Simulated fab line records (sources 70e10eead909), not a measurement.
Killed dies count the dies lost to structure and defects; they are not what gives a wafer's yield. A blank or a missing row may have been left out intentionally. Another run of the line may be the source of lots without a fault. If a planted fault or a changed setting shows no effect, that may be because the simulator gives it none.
The tool behind it: which one? + flow nand_harc + 14 lots, 42 wafers sampled, at 5 steps of a route of 1302

== WHAT THE GAUGES READ, wafer by wafer ==
NHARC_A_ONON_D1_THK_MEAS_02: measures by ellipsometry.
| lot  | measured     | on            | thk_nm (nm)    |
|------|--------------|---------------|----------------|
| L439 | day 8 03:38  | film_metro-02 | 992 993 991    |
| L440 | day 8 11:49  | film_metro-02 | 1002 1002 1001 |
| L441 | day 8 22:29  | film_metro-02 | 993 994 994    |
| L442 | day 9 09:39  | film_metro-02 | 1012 1014 1010 |
| L443 | day 9 17:38  | film_metro-01 | 1005 1006 1005 |
| L444 | day 9 17:38  | film_metro-02 | 1013 1014 1014 |
| L445 | day 10 02:34 | film_metro-01 | 1001 1000 1002 |
| L446 | day 10 20:03 | film_metro-01 | 1002 1003 1006 |
| L447 | day 10 20:03 | film_metro-02 | 977 976 978    |
| L449 | day 11 20:04 | film_metro-02 | 994 995 994    |
| L450 | day 12 11:41 | film_metro-02 | 1006 1006 1007 |
| L452 | day 13 16:35 | film_metro-02 | 994 992 994    |
| L456 | day 15 03:46 | film_metro-01 | 1003 1004 1006 |
| L457 | day 15 11:08 | film_metro-01 | 1005 1003 1003 |

NHARC_A_ONON_D1_THK_MEAS_14: measures by ellipsometry.
| lot  | measured     | on            | thk_nm (nm)    |
|------|--------------|---------------|----------------|
| L439 | day 8 05:53  | film_metro-01 | 1002 1002 1000 |
| L440 | day 8 14:04  | film_metro-02 | 991 990 991    |
| L441 | day 9 00:44  | film_metro-01 | 996 996 997    |
| L442 | day 9 11:55  | film_metro-02 | 987 988 989    |
| L443 | day 9 19:55  | film_metro-02 | 1017 1019 1016 |
| L444 | day 9 19:54  | film_metro-01 | 982 980 981    |
| L445 | day 10 04:50 | film_metro-01 | 1008 1010 1009 |
| L446 | day 10 22:19 | film_metro-01 | 994 994 994    |
| L447 | day 10 22:18 | film_metro-02 | 1011 1009 1010 |
| L449 | day 11 22:21 | film_metro-01 | 991 994 993    |
| L450 | day 12 13:57 | film_metro-02 | 990 991 992    |
| L452 | day 13 18:50 | film_metro-02 | 1002 1002 1004 |
| L456 | day 15 06:02 | film_metro-01 | 1002 1004 1582 |
| L457 | day 15 13:25 | film_metro-02 | 1000 1579 1580 |

NHARC_END_SORT_01.
| lot  | measured     | on        | killed_at_array | killed_at_other | killed_at_periphery | killed_dies | killed_open | killed_short |
|------|--------------|-----------|-----------------|-----------------|---------------------|-------------|-------------|--------------|
| L456 | day 32 17:28 | prober-01 | 48 56 672       | 1 0 0           | 4 3 5               | 53 59 677   | 5 4 4       | 1 5 1        |
| L457 | day 33 03:43 | prober-01 | 69 674 669      | 0 0 0           | 5 3 8               | 74 677 677  | 2 3 4       | 1 3 2        |

== WHICH TOOL RAN EACH LOT (tool, then ch and the chambers of the sampled wafers, then the start) ==
| lot  | NHARC_P_BONDPAD_ANNEAL_28        | NHARC_A_ONON_D1_DEP_12           |
|------|----------------------------------|----------------------------------|
| L439 | rtp_anneal-01 ch 0, day 7 02:59  | pecvd_onon-03 ch 0, day 8 05:23  |
| L440 | rtp_anneal-01 ch 0, day 7 08:07  | pecvd_onon-03 ch 0, day 8 13:37  |
| L441 | rtp_anneal-02 ch 0, day 7 21:16  | pecvd_onon-03 ch 0, day 9 00:17  |
| L442 | rtp_anneal-01 ch 0, day 8 04:50  | pecvd_onon-02 ch 0, day 9 11:28  |
| L443 | rtp_anneal-02 ch 0, day 8 16:10  | pecvd_onon-02 ch 0, day 9 19:31  |
| L444 | rtp_anneal-02 ch 0, day 8 17:14  | pecvd_onon-01 ch 0, day 9 19:23  |
| L445 | rtp_anneal-01 ch 0, day 9 02:21  | pecvd_onon-01 ch 0, day 10 04:19 |
| L446 | rtp_anneal-01 ch 0, day 9 19:52  | pecvd_onon-01 ch 0, day 10 21:52 |
| L447 | rtp_anneal-01 ch 0, day 9 22:36  | pecvd_onon-02 ch 0, day 10 21:48 |
| L449 | rtp_anneal-01 ch 0, day 10 22:17 | pecvd_onon-01 ch 0, day 11 21:50 |
| L450 | rtp_anneal-01 ch 0, day 11 10:56 | pecvd_onon-03 ch 0, day 12 13:26 |
| L452 | rtp_anneal-01 ch 0, day 12 12:27 | pecvd_onon-03 ch 0, day 13 18:20 |
| L456 | rtp_anneal-02 ch 0, day 14 03:20 | pecvd_onon-03 ch 0, day 15 05:31 |
| L457 | rtp_anneal-01 ch 0, day 14 10:43 | pecvd_onon-03 ch 0, day 15 13:05 |
- NHARC_P_BONDPAD_ANNEAL_28: time 90 s.
- NHARC_A_ONON_D1_DEP_12: target thk 1000 nm.

== AS READ BY THE TOOLS THEMSELVES (means over the sampled wafers that have a number; for cases with no such wafer, the mark the record gives instead) ==
NHARC_P_BONDPAD_ANNEAL_28.
| lot  | tool          | anneal_temp_c (C) | wafer_temp_C_max |
|------|---------------|-------------------|------------------|
| L439 | rtp_anneal-01 | 225.15            | 226.1            |
| L440 | rtp_anneal-01 | 225.20            | 225.9            |
| L441 | rtp_anneal-02 | 224.98            | 226.1            |
| L442 | rtp_anneal-01 | 224.86            | 226.4            |
| L443 | rtp_anneal-02 | 225.26            | 226.6            |
| L444 | rtp_anneal-02 | 225.09            | 226.4            |
| L445 | rtp_anneal-01 | 225.19            | 226.1            |
| L446 | rtp_anneal-01 | 224.83            | 226.4            |
| L447 | rtp_anneal-01 | 225.05            | 226.2            |
| L449 | rtp_anneal-01 | 225.15            | 226.6            |
| L450 | rtp_anneal-01 | 225.17            | 226.0            |
| L452 | rtp_anneal-01 | 225.03            | 226.0            |
| L456 | rtp_anneal-02 | 224.93            | 226.5            |
| L457 | rtp_anneal-01 | 224.99            | 226.2            |

== THE ANSWER, worked out from the rows above alone ==
Rule: the lots themselves supply what counts as usual. The widest of any qualifying gaps counts: lots, ordered by their means at a reading, are off when they make up no more than a third of the lots, leave a main group of 4 or more, and stand apart from it by 3 or more times the standard deviation of that group's means. A main group whose means are all the same, to the digits that the tables above print for the reading, isn't used. A lot without any number at a reading at which 4 lots or more have one is off too. All remaining lots with rows at the step are treated as sound. Order of review: gauges by route order, followed by the tools' own readings, for which a lot's mean as printed above is used. At the first step where some lot is off, the reading lying furthest off is the one used; lots without a number count as furthest.
Off: L456, L457 (NHARC_A_ONON_D1_THK_MEAS_14, thk_nm). Mean 998 nm and standard deviation 10 in the main group.
If a tool, at a process step before that reading, ran all the lots that are off and no sound lot after the first of them, it fits. The gauges at NHARC_A_ONON_D1_THK_MEAS_14 are tried like those tools. One candidate fits, namely pecvd_onon-03 at NHARC_A_ONON_D1_DEP_12. Its last sound lot is L452 (day 13 18:20), its first lot that is off L456 (day 15 05:31): a fault that began between those two fits.

== WHAT HAD BEEN PUT IN BY THE SIMULATOR ==
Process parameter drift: pecvd_onon-03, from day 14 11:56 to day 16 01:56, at NHARC_A_ONON_D1_DEP_12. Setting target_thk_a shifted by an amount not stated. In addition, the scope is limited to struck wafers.
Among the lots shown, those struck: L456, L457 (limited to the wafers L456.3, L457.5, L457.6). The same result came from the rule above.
